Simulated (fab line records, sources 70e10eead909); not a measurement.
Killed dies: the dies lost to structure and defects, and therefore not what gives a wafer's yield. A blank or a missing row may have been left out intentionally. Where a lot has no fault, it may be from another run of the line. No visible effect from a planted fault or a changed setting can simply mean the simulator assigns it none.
A lot that was struck, set against a sound lot | flow nandHarc | 13 steps out of a route of 1302
Sound: these wafers, L763.2, L763.3, L763.4. Wafers L767.2, L767.5, L767.6 were the ones struck. Last of all comes the cause.
Order at every step that has rows: each side's tool, ch and its chambers, its first start. Under that, the readings that differ: sound wafers | struck wafers | difference of the means | sigmas: that difference in standard deviations of wafers without a fault.
alike: same words and numbers on both sides, and readings whose means sit less than 2 such deviations apart. not compared: any withheld reading, any reading some wafer has no value for, any bound like >300 that may hide the same value, and any number with overlapping values for which the record gives no deviation.
A row with sigmas, a row that says differs or no value, or rows on one side alone: a step with any of these is where the two part. Numbers that don't overlap but have no deviation are shown without sigmas and don't part them. Lack of a reading on every wafer of one side parts them only where that side has two or more wafers.

NHARC_A_STAIRCASE_TRIM_202: chemistry O2, time 211.2 s.
  sound on rieDiel-08 ch 0,1,3; struck on rieDiel-08 ch 0,3
  alike: drypumpMotorCurrentA, oesProductAu, rfVppV, showerheadPlenumPTorr, throttleValvePct
  not compared: rfHoursCounterH
NHARC_A_STAIRCASE_ETCH_203: etches the open film in C4F8/O2, target depth 100 nm, time 40.5 s.
  sound on rieDiel-08 ch 0,2,3; struck on rieDiel-08 ch 0,1
  alike: oesProductAu, rfVppV
  not compared: rfHoursCounterH
NHARC_A_STAIRCASE_STRIP_205: strips in O2.
  sound on plasmaAsher-02 ch 0,1, day 19 17:20; struck on plasmaAsher-01 ch 0,1, day 21 00:32
  alike: drypumpMotorCurrentA, heaterPowerW
  not compared: rfHoursCounterH
then, 8 steps without rows for these wafers: NHARC_A_STAIRCASE_STRIP_206 (strips in SPM, time 900 s); NHARC_A_STAIRCASE_PRECLEAN_207 (cleans in SC1); NHARC_A_STAIRCASE_SRD_208; NHARC_A_STAIRCASE_DEHYDRATE_209 (time 120 s); NHARC_A_STAIRCASE_HMDS_210 (time 30 s); NHARC_A_STAIRCASE_COAT_211; NHARC_A_STAIRCASE_SOFTBAKE_212 (time 170 s); NHARC_A_STAIRCASE_EBR_213.
NHARC_A_STAIRCASE_EXPOSE_214: exposes mask STAIR 3.
  sound on krfScanner-04 ch 0, day 19 18:32; struck on krfScanner-02 ch 0, day 21 01:38
reading           | sound             | struck            | difference | sigmas
exposureDoseMJCm2 | 31.27 31.30 31.32 | 32.02 32.01 32.01 | +0.72      | +23
  alike: mask, reticleTempC
then, 1 step without rows for these wafers: NHARC_A_STAIRCASE_PEB_215 (peb time 130 s).

WHERE THEY PART
Within this record, at NHARC_A_STAIRCASE_EXPOSE_214 only.

WHY: the cause the simulator had injected
Process parameters drifting: krfScanner-02 at NHARC_A_STAIRCASE_EXPOSE_214, beginning at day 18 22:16. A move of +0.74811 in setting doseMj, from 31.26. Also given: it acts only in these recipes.
